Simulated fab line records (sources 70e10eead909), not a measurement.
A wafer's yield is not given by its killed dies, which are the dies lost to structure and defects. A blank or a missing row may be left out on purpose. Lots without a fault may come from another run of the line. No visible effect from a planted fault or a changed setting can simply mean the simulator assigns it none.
Chamber matching | flow nand-harc | 4 sister chambers for NHARC_A_M0_DESCUM_14 on rie-diel-09
The step chemistry O2, time 3 s. 18 wafers are shown with their chamber, then 9 later ones without.

== WAFERS PAIRED WITH THEIR CHAMBERS ==
wafer  | chamber | drypump-motor-current-A (A) | showerhead-plenum-p-Torr (Torr) | throttle-valve-pct (%)
L074.1 | 2       | 4.8                         | 1.92                            | 11.306
L074.3 | 0       | 6.5                         | 1.78                            | 11.301
L074.6 | 2       | 4.8                         | 1.92                            | 11.316
L078.2 | 3       | 5.5                         | 1.88                            | 11.302
L078.3 | 0       | 6.5                         | 1.78                            | 11.313
L078.5 | 1       | 5.4                         | 1.94                            | 11.311
L079.3 | 3       | 5.5                         | 1.88                            | 11.297
L079.5 | 0       | 6.5                         | 1.78                            | 11.293
L079.6 | 1       | 5.4                         | 1.94                            | 11.311
L082.2 | 1       | 5.4                         | 1.94                            | 11.313
L082.3 | 2       | 4.8                         | 1.92                            | 11.327
L082.5 | 0       | 6.5                         | 1.77                            | 11.300
L086.3 | 3       | 5.5                         | 1.88                            | 11.309
L086.5 | 3       | 5.5                         | 1.88                            | 11.308
L086.6 | 2       | 4.9                         | 1.92                            | 11.311
L087.1 | 0       | 6.5                         | 1.77                            | 11.307
L087.3 | 2       | 4.8                         | 1.92                            | 11.307
L087.6 | 2       | 4.8                         | 1.92                            | 11.304

SIGNATURES (averages over the wafers above)
reading                  | chamber 0 | chamber 1 | chamber 2 | chamber 3 | scatter within a chamber
drypump-motor-current-A  | 6.500     | 5.400     | 4.817     | 5.500     | 0.0244
showerhead-plenum-p-Torr | 1.7760    | 1.9400    | 1.9200    | 1.8800    | 0.00293
throttle-valve-pct       | 11.30280  | 11.31167  | 11.31183  | 11.30400  | 0.00703
Rule: for a wafer and a chamber, the distance is found by dividing, reading by reading, the gap between the wafer's reading and the chamber's mean by the reading's scatter, squaring, summing and taking the root. If the next closest chamber is less than 2 further off than the closest, the wafer can't be placed; otherwise it belongs to the closest. The scatter: take each reading less its chamber's mean, square it, sum over the shown wafers, divide by the number of wafers less the number of chambers, and take the root.

== WAFERS WHOSE CHAMBER IS MISSING ==
wafer  | drypump-motor-current-A (A) | showerhead-plenum-p-Torr (Torr) | throttle-valve-pct (%)
L088.4 | 5.5                         | 1.88                            | 11.315
L088.5 | 5.4                         | 1.94                            | 11.314
L088.6 | 6.4                         | 1.77                            | 11.307
L095.1 | 5.6                         | 1.88                            | 11.315
L095.2 | 5.4                         | 1.93                            | 11.307
L095.5 | 5.5                         | 1.88                            | 11.327
L097.1 | 5.6                         | 1.88                            | 11.319
L097.3 | 4.8                         | 1.91                            | 11.313
L097.5 | 5.5                         | 1.88                            | 11.299

== WHICH CHAMBER EACH WENT THROUGH ==
wafer  | from the rows above | in truth
L088.4 | 3                   | 3
L088.5 | 1                   | 1
L088.6 | 0                   | 0
L095.1 | 3                   | 3
L095.2 | 1                   | 1
L095.5 | 3                   | 3
L097.1 | 3                   | 3
L097.3 | 2                   | 2
L097.5 | 3                   | 3
9 of 9 placed correctly. Not placeable from these rows: 0. Placed wrongly: 0.
